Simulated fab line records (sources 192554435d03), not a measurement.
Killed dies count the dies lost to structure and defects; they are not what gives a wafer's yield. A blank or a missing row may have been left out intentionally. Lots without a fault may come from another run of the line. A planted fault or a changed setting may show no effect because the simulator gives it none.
fab line records	flow n5Finfet	part 1 of 2: steps 1 to 23 of 29
record lots=5	wafers=15	lastDay=18
route steps=1938 shown BEOL_M0@745 BEOL_M1@751
lots untouched by any fault: they come from a run of this same line in which no faults occurred
startH: start of the lot's first displayed wafer, in hours after the record's first day	waitH: time in hours since the lot's previous step	" repeats the value in the row above	L1.1+2: a row that stands for several wafers	- no value present, or no start provided	* or withheld: withheld	< > ~ a bound
route shown NAME@n: a module of which the file shows steps, and the number in the route of the first	usual: mean/standard deviation taken from wafers without a fault	same: alike in all rows	chamber/n: place in a boat	sites: per-site readings	_std_site: standard deviation across them	_edge_site: mean of outer sites minus mean of inner sites	radiusMm: for every site, how far away it sits from the centre of the wafer	mask NAME#n: copy n	behind: the tool/chamber that last shaped the wafer	hold: reason for holding the lot/hours on hold/outcome of the hold	device: whichever transistor did not switch (one of n, p or np)	end of line: tests of these same wafers at the route's end	step lacking rows: just its recipe	killed: not the wafer's yield, but the dies lost to structure and defects at the first sort	map: shows each die of a wafer: x if killed, . if not, _ if none is there
set.NAME: the setting the step ran with; set.NAME@STEP: the setting that earlier step ran with	model.NAME: the simulator's own value behind a step, which no gauge read
lots at some steps of the route; a table a step, a row a wafer
services: when a tool's chamber went out of use (startH, in hours from the record's first day, below 0 if earlier), for how many hours, and the reason
## steps
# step N5_BEOL_M0_PRE_CLEAN_131
# recipe gas=NH3/H2	timeS=15	tempC=*	rfPowerW=300
# usual heaterPowerW=85/23
lot.wafer	tool	chamber	startH	waitH	heaterPowerW
L075.1	cvdCo-02	2	124.31	0.1	43
L075.2	"	0	"	"	99
L075.6	"	2	"	"	44
L081.1	cvdCo-01	0	161.04	0.0	90
L081.4	"	0	"	"	91
L081.5	"	2	"	"	114
L085.2	cvdCo-01	2	186.29	0.0	114
L085.4	"	1	"	"	71
L085.6	"	2	"	"	111
L088.3	cvdCo-02	0	208.29	0.0	104
L088.4	"	0	"	"	102
L088.6	"	2	"	"	44
L096.3	cvdCo-01	0	253.19	0.0	91
L096.5	"	1	"	"	70
L096.6	"	0	"	"	92
# step N5_BEOL_M0_CO_CAP_123
# recipe material=Co	targetThkA=20	tempC=200	precursor=CCTBA/H2	pressureTorr=30	timeS=102.1
# usual heaterPowerW=237/28
lot.wafer	tool	chamber	startH	waitH	heaterPowerW
L075.1	cvdCo-02	2	124.37	0.0	190
L075.2	"	0	"	"	260
L075.6	"	2	"	"	185
L081.1	cvdCo-01	0	161.08	0.0	245
L081.4	"	0	"	"	248
L081.5	"	2	"	"	276
L085.2	cvdCo-01	2	186.33	0.0	270
L085.4	"	1	"	"	209
L085.6	"	2	"	"	277
L088.3	cvdCo-02	0	208.33	0.0	252
L088.4	"	0	"	"	252
L088.6	"	2	"	"	184
L096.3	cvdCo-01	0	253.23	0.0	241
L096.5	"	1	"	"	217
L096.6	"	0	"	"	245
# step N5_BEOL_M0_PRE_CLEAN_124
# recipe gas=NH3	timeS=15	tempC=withheld	rfPowerW=300
lot.wafer	tool	chamber	startH	waitH
L075.1+2+6	pecvd-03	1,0,0	124.49	0.1
L081.1+4+5	pecvd-04	0,2,1	161.17	0.1
L085.2+4+6	pecvd-04	2,0,2	186.42	0.1
L088.3+4+6	pecvd-01	1,0,1	208.45	0.1
L096.3+5+6	pecvd-03	0,1,2	253.32	0.1
# step N5_BEOL_M0_DEP_125
# recipe material=SiCN	targetThkA=80	tempC=withheld	precursor=3MS/NH3	pressureTorr=3	rfW=202	timeS=14
# usual showerheadPlenumPTorr=3.656/0.011	throttleValvePct=8.9/0.56
lot.wafer	tool	chamber	startH	waitH	showerheadPlenumPTorr	throttleValvePct
L075.1	pecvd-03	1	124.52	0.0	3.673	9.3
L075.2	"	0	"	"	3.666	8.9
L075.6	"	0	"	"	3.659	8.8
L081.1	pecvd-04	0	161.20	0.0	3.666	8.9
L081.4	"	2	"	"	3.645	8.0
L081.5	"	1	"	"	3.645	8.6
L085.2	pecvd-04	2	186.45	0.0	3.642	8.0
L085.4	"	0	"	"	3.666	8.7
L085.6	"	2	"	"	3.648	8.2
L088.3	pecvd-01	1	208.49	0.0	3.658	9.8
L088.4	"	0	"	"	3.648	9.4
L088.6	"	1	"	"	3.657	9.6
L096.3	pecvd-03	0	253.34	0.0	3.675	9.2
L096.5	"	1	"	"	3.676	9.5
L096.6	"	2	"	"	3.648	8.5
# step N5_BEOL_M0_RS_MEAS_126
# recipe thkMeasGauge=four-point-probe	reads=Co_of_BEOL_M0_CO_CAP_123+Cu_of_BEOL_M0_ECD_118+Co_of_BEOL_M0_CVD_115+TaN_of_BEOL_M0_ALD_136
# usual M0_RS=0.532/0.022
lot.wafer	tool	chamber	startH	waitH	M0_RS[ohm/sq]
L075.1	filmMetro-01	-	124.58	0.0	0.539
L075.2	"	-	"	"	0.559
L075.6	"	-	"	"	0.523
L081.1	filmMetro-01	-	161.26	0.0	0.506
L081.4	"	-	"	"	0.519
L081.5	"	-	"	"	0.524
L085.2	filmMetro-02	-	186.52	0.1	0.558
L085.4	"	-	"	"	0.537
L085.6	"	-	"	"	0.543
L088.3	filmMetro-02	-	208.57	0.1	0.496
L088.4	"	-	"	"	0.507
L088.6	"	-	"	"	0.530
L096.3	filmMetro-01	-	253.41	0.1	0.493
L096.5	"	-	"	"	0.488
L096.6	"	-	"	"	0.521
# step N5_BEOL_M0_INSPECT_127
# recipe inspectInstrument=darkfield	mode=postDep
# usual rawDefectCount=66/20
lot.wafer	tool	chamber	startH	waitH	rawDefectCount
L075.1	defectInspect-02	-	124.61	0.0	50
L075.2	"	-	"	"	87
L075.6	"	-	"	"	62
L081.1	defectInspect-02	-	161.29	0.0	74
L081.4	"	-	"	"	64
L081.5	"	-	"	"	82
L085.2	defectInspect-02	-	186.54	0.0	55
L085.4	"	-	"	"	60
L085.6	"	-	"	"	45
L088.3	defectInspect-01	-	208.60	0.0	62
L088.4	"	-	"	"	71
L088.6	"	-	"	"	110
L096.3	defectInspect-01	-	253.44	0.0	50
L096.5	"	-	"	"	66
L096.6	"	-	"	"	47
# step N5_BEOL_M1_ILD_DEP_00
# recipe material=SiOC	targetThkA=790	tempC=350	precursor=DEMS/O2	pressureTorr=5	rfW=500	timeS=15.3
# usual heaterPowerW=519/58	showerheadPlenumPTorr=5.693/0.017	throttleValvePct=11.7/0.52
lot.wafer	tool	chamber	startH	waitH	heaterPowerW	showerheadPlenumPTorr	throttleValvePct
L075.1	pecvd-04	2	124.65	0.0	452	5.671	10.9
L075.2	"	0	"	"	528	5.714	11.2
L075.6	"	0	"	"	548	5.719	11.0
L081.1	pecvd-04	1	161.32	0.0	461	5.697	11.6
L081.4	"	2	"	"	474	5.670	10.9
L081.5	"	1	"	"	460	5.676	11.6
L085.2	pecvd-03	1	186.58	0.0	502	5.702	12.3
L085.4	"	1	"	"	510	5.715	12.2
L085.6	"	0	"	"	483	5.693	11.7
L088.3	pecvd-03	0	208.65	0.1	445	5.695	11.8
L088.4	"	1	"	"	507	5.719	12.1
L088.6	"	1	"	"	514	5.691	12.0
L096.3	pecvd-02	0	253.47	0.0	505	5.730	12.0
L096.5	"	2	"	"	624	5.687	11.6
L096.6	"	1	"	"	544	5.699	12.2
# step N5_BEOL_M1_THK_MEAS_01
# recipe reads=SiOC_of_BEOL_M1_ILD_DEP_00
# usual M1_ILD_THK=79.1/1.1
lot.wafer	tool	chamber	startH	waitH	M1_ILD_THK[nm]
L075.1	filmMetro-01	-	124.73	0.1	79.0
L075.2	"	-	"	"	78.0
L075.6	"	-	"	"	78.8
L081.1	filmMetro-01	-	161.39	0.0	78.5
L081.4	"	-	"	"	80.0
L081.5	"	-	"	"	79.7
L085.2	filmMetro-01	-	186.65	0.1	79.8
L085.4	"	-	"	"	80.8
L085.6	"	-	"	"	79.4
L088.3	filmMetro-01	-	208.72	0.1	79.5
L088.4	"	-	"	"	81.6
L088.6	"	-	"	"	81.3
L096.3	filmMetro-02	-	253.54	0.1	78.0
L096.5	"	-	"	"	78.5
L096.6	"	-	"	"	79.8
# step N5_BEOL_M1_PECVD_72
# recipe material=SiO2	targetThkA=160	tempC=400	precursor=TEOS/O2	pressureTorr=5.5	rfW=450	teosFlowSccm=53.8	gas=O2	flowSccm=3000	timeS=18
# usual heaterPowerW=770/77	showerheadPlenumPTorr=8.77/0.068	throttleValvePct=21.9/0.98
lot.wafer	tool	chamber	startH	waitH	heaterPowerW	showerheadPlenumPTorr	throttleValvePct
L075.1	pecvd-04	0	124.77	0.0	893	8.82	21.2
L075.2	"	2	"	"	774	8.65	20.2
L075.6	"	0	"	"	881	8.81	21.3
L081.1	pecvd-02	0	161.43	0.0	667	8.87	22.8
L081.4	"	0	"	"	679	8.91	22.4
L081.5	"	1	"	"	814	8.77	23.3
L085.2	pecvd-04	0	186.68	0.0	935	8.79	21.2
L085.4	"	1	"	"	740	8.71	21.6
L085.6	"	0	"	"	939	8.78	20.9
L088.3	pecvd-02	0	208.76	0.0	672	8.91	22.4
L088.4	"	2	"	"	820	8.76	21.5
L088.6	"	1	"	"	879	8.76	23.2
L096.3	pecvd-04	1	253.58	0.0	746	8.74	21.6
L096.5	"	2	"	"	770	8.64	20.4
L096.6	"	0	"	"	888	8.81	21.3
# step N5_BEOL_M1_HM_DEP_02
# recipe material=TiN	targetThkA=200	tempC=25	chamberPressurePa=0.49996
# usual throttleValvePct=30.1/0.82
lot.wafer	tool	chamber	startH	waitH	throttleValvePct
L075.1	pvdSputter-02	-	125.57	0.8	29.9
L075.2	"	-	"	"	29.9
L075.6	"	-	"	"	30.0
L081.1	pvdSputter-03	-	163.01	1.6	30.0
L081.4	"	-	"	"	31.6
L081.5	"	-	"	"	30.1
L085.2	pvdSputter-02	-	187.05	0.3	29.9
L085.4	"	-	"	"	29.6
L085.6	"	-	"	"	29.8
L088.3	pvdSputter-02	-	209.18	0.4	30.2
L088.4	"	-	"	"	30.0
L088.6	"	-	"	"	29.9
L096.3	pvdSputter-03	-	255.31	1.7	29.0
L096.5	"	-	"	"	29.2
L096.6	"	-	"	"	31.2
# step N5_BEOL_M1_COAT_61
# recipe resist=SOC	tempC=250	timeS=60	spinRpm=1500	resistThkNm=60
# usual dispensePressureKPa=52/3.5	plateTempC=250.01/0.16
lot.wafer	tool	chamber	startH	waitH	dispensePressureKPa	plateTempC
L075.1	lithoTrack-04	0	125.70	0.1	47	249.85
L075.2	"	0	"	"	47	249.97
L075.6	"	0	"	"	47	249.41
L081.1	lithoTrack-05	0	163.14	0.1	55	250.01
L081.4	"	0	"	"	55	249.98
L081.5	"	0	"	"	55	250.03
L085.2	lithoTrack-05	0	187.17	0.1	55	250.02
L085.4	"	0	"	"	55	249.64
L085.6	"	0	"	"	55	250.00
L088.3	lithoTrack-04	0	209.31	0.1	47	250.07
L088.4	"	0	"	"	47	250.02
L088.6	"	0	"	"	47	249.92
L096.3	lithoTrack-03	0	255.43	0.1	52	250.28
L096.5	"	0	"	"	52	250.05
L096.6	"	0	"	"	52	250.11
# step N5_BEOL_M1_COAT_62
# recipe resist=SiARC	tempC=220	timeS=60	spinRpm=1500	resistThkNm=12
# usual dispensePressureKPa=52/3.5	plateTempC=219.98/0.19
lot.wafer	tool	chamber	startH	waitH	dispensePressureKPa	plateTempC
L075.1	lithoTrack-04	0	-	-	47	220.10
L075.2	"	0	"	"	47	220.08
L075.6	"	0	"	"	47	219.79
L081.1	lithoTrack-05	0	-	-	55	219.87
L081.4	"	0	"	"	55	219.81
L081.5	"	0	"	"	55	219.73
L085.2	lithoTrack-05	0	-	-	55	219.98
L085.4	"	0	"	"	55	219.76
L085.6	"	0	"	"	55	219.81
L088.3	lithoTrack-04	0	-	-	47	219.75
L088.4	"	0	"	"	47	219.82
L088.6	"	0	"	"	47	219.74
L096.3	lithoTrack-03	0	-	-	51	219.86
L096.5	"	0	"	"	51	219.54
L096.6	"	0	"	"	52	219.75
# step N5_BEOL_M1_COAT_73
# recipe resist=underlayer	tempC=205	timeS=60	spinRpm=1500	resistThkNm=5
# usual dispensePressureKPa=52/3.5	plateTempC=205.03/0.17
lot.wafer	tool	chamber	startH	waitH	dispensePressureKPa	plateTempC
L075.1	lithoTrack-04	0	-	-	47	205.10
L075.2	"	0	"	"	47	205.08
L075.6	"	0	"	"	47	205.09
L081.1	lithoTrack-05	0	-	-	55	205.09
L081.4	"	0	"	"	55	205.27
L081.5	"	0	"	"	55	204.93
L085.2	lithoTrack-05	0	-	-	55	205.08
L085.4	"	0	"	"	55	205.18
L085.6	"	0	"	"	55	205.10
L088.3	lithoTrack-04	0	-	-	47	204.82
L088.4	"	0	"	"	47	204.96
L088.6	"	0	"	"	47	204.88
L096.3	lithoTrack-03	0	-	-	51	205.28
L096.5	"	0	"	"	51	204.96
L096.6	"	0	"	"	51	205.08
# step N5_BEOL_M1_COAT_05
# recipe resist=CAR-EUV	spinRpm=1500	resistThkNm=30
# usual dispensePressureKPa=52/3.5
lot.wafer	tool	chamber	startH	waitH	dispensePressureKPa
L075.1	lithoTrack-04	0	-	-	47
L075.2	"	0	"	"	47
L075.6	"	0	"	"	47
L081.1	lithoTrack-05	0	-	-	55
L081.4	"	0	"	"	55
L081.5	"	0	"	"	55
L085.2	lithoTrack-05	0	-	-	55
L085.4	"	0	"	"	55
L085.6	"	0	"	"	55
L088.3	lithoTrack-04	0	-	-	47
L088.4	"	0	"	"	47
L088.6	"	0	"	"	47
L096.3	lithoTrack-03	0	-	-	51
L096.5	"	0	"	"	51
L096.6	"	0	"	"	51
# step N5_BEOL_M1_EBR_07
# recipe solvent=PGMEA	ebrWidthMm=1.5
lot.wafer	tool	chamber	startH	waitH
L075.1+2+6	lithoTrack-04	0	-	-
L081.1+4+5	lithoTrack-05	0	-	-
L085.2+4+6	lithoTrack-05	0	-	-
L088.3+4+6	lithoTrack-04	0	-	-
L096.3+5+6	lithoTrack-03	0	-	-
# step N5_BEOL_M1_SOFTBAKE_06
# recipe tempC=110	timeS=60	resist=CAR-EUV
# usual plateTempC=110.02/0.15
lot.wafer	tool	chamber	startH	waitH	plateTempC
L075.1	lithoTrack-04	0	-	-	110.10
L075.2	"	0	"	"	109.94
L075.6	"	0	"	"	110.09
L081.1	lithoTrack-05	0	-	-	110.14
L081.4	"	0	"	"	109.99
L081.5	"	0	"	"	110.10
L085.2	lithoTrack-05	0	-	-	109.90
L085.4	"	0	"	"	110.08
L085.6	"	0	"	"	110.13
L088.3	lithoTrack-04	0	-	-	109.92
L088.4	"	0	"	"	109.83
L088.6	"	0	"	"	110.04
L096.3	lithoTrack-03	0	-	-	109.92
L096.5	"	0	"	"	109.83
L096.6	"	0	"	"	110.00
# step N5_BEOL_M1_EXPOSE_08
# recipe maskId=M1	na=0.33	sourceShape=dipole	sigmaInner=0.369	sigmaOuter=0.767	polarization=unpolarized	doseMj=33
# usual exposureDoseMJCm2=32.90/0.031
lot.wafer	tool	chamber	startH	waitH	mask	exposureDoseMJCm2
L075.1	euvScanner-02	0	125.99	-	M1#0	32.91
L075.2	"	0	"	"	M1#0	32.91
L075.6	"	0	"	"	M1#0	32.96
L081.1	euvScanner-01	0	163.40	-	M1#0	32.92
L081.4	"	0	"	"	M1#0	32.87
L081.5	"	0	"	"	M1#0	32.93
L085.2	euvScanner-01	0	187.32	-	M1#0	32.91
L085.4	"	0	"	"	M1#0	32.98
L085.6	"	0	"	"	M1#0	32.93
L088.3	euvScanner-02	0	209.46	-	M1#0	32.87
L088.4	"	0	"	"	M1#0	32.91
L088.6	"	0	"	"	M1#0	32.92
L096.3	euvScanner-02	0	255.58	-	M1#0	32.86
L096.5	"	0	"	"	M1#0	32.90
L096.6	"	0	"	"	M1#0	32.89
# step N5_BEOL_M1_PEB_09
# recipe pebTempC=100	pebTimeS=60	resist=CAR-EUV
# usual plateTempC=100.02/0.12
lot.wafer	tool	chamber	startH	waitH	plateTempC
L075.1	lithoTrack-05	0	126.05	0.1	100.02
L075.2	"	0	"	"	99.88
L075.6	"	0	"	"	99.86
L081.1	lithoTrack-05	0	163.46	0.1	99.96
L081.4	"	0	"	"	99.91
L081.5	"	0	"	"	100.05
L085.2	lithoTrack-03	0	187.37	0.0	100.04
L085.4	"	0	"	"	100.11
L085.6	"	0	"	"	99.79
L088.3	lithoTrack-04	0	209.51	0.0	100.10
L088.4	"	0	"	"	100.18
L088.6	"	0	"	"	100.13
L096.3	lithoTrack-05	0	255.63	0.0	99.89
L096.5	"	0	"	"	99.94
L096.6	"	0	"	"	100.08
# step N5_BEOL_M1_DEVELOP_10
# recipe developTimeS=30	developer=TMAH	resist=CAR-EUV	rinseLiquid=surfactantRinse	dry=airSpin	devTempC=23
# usual developerTempC=22.99/0.11
lot.wafer	tool	chamber	startH	waitH	developerTempC
L075.1	lithoTrack-05	0	-	-	23.02
L075.2	"	0	"	"	23.13
L075.6	"	0	"	"	22.86
L081.1	lithoTrack-05	0	-	-	23.17
L081.4	"	0	"	"	23.00
L081.5	"	0	"	"	23.00
L085.2	lithoTrack-03	0	-	-	22.91
L085.4	"	0	"	"	23.10
L085.6	"	0	"	"	22.93
L088.3	lithoTrack-04	0	-	-	23.16
L088.4	"	0	"	"	22.98
L088.6	"	0	"	"	23.00
L096.3	lithoTrack-05	0	-	-	22.86
L096.5	"	0	"	"	23.02
L096.6	"	0	"	"	23.09
# step N5_BEOL_M1_CD_MEAS_11
# recipe targetCdNm=17.05	landingEnergyEv=500	detector=seInlens	polarity=opening
# usual cdNm=17.08/0.25
lot.wafer	tool	chamber	startH	waitH	cdNm
L075.1	cdSem-03	0	126.12	-	16.95
L075.2	"	0	"	"	16.69
L075.6	"	0	"	"	17.30
L081.1	cdSem-02	0	163.53	-	16.65
L081.4	"	0	"	"	17.04
L081.5	"	0	"	"	16.73
L085.2	cdSem-01	0	187.44	-	17.08
L085.4	"	0	"	"	17.35
L085.6	"	0	"	"	17.07
L088.3	cdSem-01	0	209.57	-	17.41
L088.4	"	0	"	"	17.28
L088.6	"	0	"	"	17.25
L096.3	cdSem-03	0	255.70	-	16.73
L096.5	"	0	"	"	17.35
L096.6	"	0	"	"	16.80
# step N5_BEOL_M1_OVL_MEAS_12
# recipe pointsPerWafer=522
# usual M1_OVL=-0.2/0.67
lot.wafer	tool	chamber	startH	waitH	M1_OVL[nm]
L075.1	overlay-01	0	126.15	0.0	0.1
L075.2	"	0	"	"	-0.3
L075.6	"	0	"	"	-0.2
L081.1	overlay-01	0	163.56	0.0	-1.2
L081.4	"	0	"	"	-0.7
L081.5	"	0	"	"	-0.6
L085.2	overlay-02	0	187.47	0.0	-0.6
L085.4	"	0	"	"	-1.2
L085.6	"	0	"	"	-0.9
L088.3	overlay-02	0	209.61	0.0	-0.7
L088.4	"	0	"	"	-0.8
L088.6	"	0	"	"	-1.2
L096.3	overlay-02	0	255.74	0.0	0.6
L096.5	"	0	"	"	0.1
L096.6	"	0	"	"	0.6
# step N5_BEOL_M1_INSPECT_13
# recipe mode=adi	inspectInstrument=brightfield
# usual rawDefectCount=406/100
lot.wafer	tool	chamber	startH	waitH	rawDefectCount
L075.1	defectInspect-01	-	126.21	0.1	325
L075.2	"	-	"	"	302
L075.6	"	-	"	"	385
L081.1	defectInspect-02	-	163.61	0.1	585
L081.4	"	-	"	"	458
L081.5	"	-	"	"	615
L085.2	defectInspect-02	-	187.53	0.0	333
L085.4	"	-	"	"	328
L085.6	"	-	"	"	435
L088.3	defectInspect-01	-	209.66	0.0	353
L088.4	"	-	"	"	293
L088.6	"	-	"	"	410
L096.3	defectInspect-01	-	255.79	0.0	369
L096.5	"	-	"	"	367
L096.6	"	-	"	"	325
# step N5_BEOL_M1_DESCUM_16
# recipe chemistry=O2	timeS=7	sourcePowerW=50	biasPowerW=20	pressureMtorr=20	rfFrequencyHz=2.712e+07	tempC=40	resist=CAR-EUV	o2FlowSccm=225
# usual drypumpMotorCurrentA=5.8/0.54	o2FlowSccm=224.8/0.66	oesProductAu=0.76/0.083	rfVppV=243.0/1.3	showerheadPlenumPTorr=2.09/0.071	throttleValvePct=20.30/0.26
lot.wafer	tool	chamber	startH	waitH	drypumpMotorCurrentA	o2FlowSccm	oesProductAu	rfHoursCounterH	rfVppV	showerheadPlenumPTorr	throttleValvePct
L075.1	rieDiel-06	2	126.24	0.0	6.2	226.1	0.91	17	242.8	2.03	20.27
L075.2	"	1	"	"	5.4	225.3	0.88	42	244.5	2.11	19.78
L075.6	"	2	"	"	6.2	225.6	0.91	-	242.5	2.03	20.26
L081.1	rieDiel-04	0	163.95	0.3	5.3	223.8	0.76	148	244.2	2.16	20.33
L081.4	"	3	"	"	5.9	225.2	0.68	229	241.3	1.98	20.44
L081.5	"	3	"	"	5.9	225.2	0.68	-	241.5	1.98	20.42
L085.2	rieDiel-04	1	187.56	0.0	6.3	225.0	0.71	199	244.6	2.15	19.97
L085.4	"	3	"	"	5.9	225.4	0.69	235	240.0	1.98	20.43
L085.6	"	0	"	"	5.3	224.8	0.75	-	244.5	2.16	20.33
L088.3	rieDiel-02	3	209.77	0.1	6.4	224.1	0.70	198	242.0	2.04	20.17
L088.4	"	2	"	"	6.3	224.8	0.74	194	241.9	2.03	20.65
L088.6	"	0	"	"	6.4	225.4	0.94	-	244.6	2.15	20.11
L096.3	rieDiel-02	0	256.00	0.2	6.4	223.6	0.92	31	242.7	2.15	20.11
L096.5	"	2	"	"	6.3	224.8	0.73	-	242.0	2.02	20.69
L096.6	"	1	"	"	5.1	224.3	0.68	-	245.1	2.14	20.21
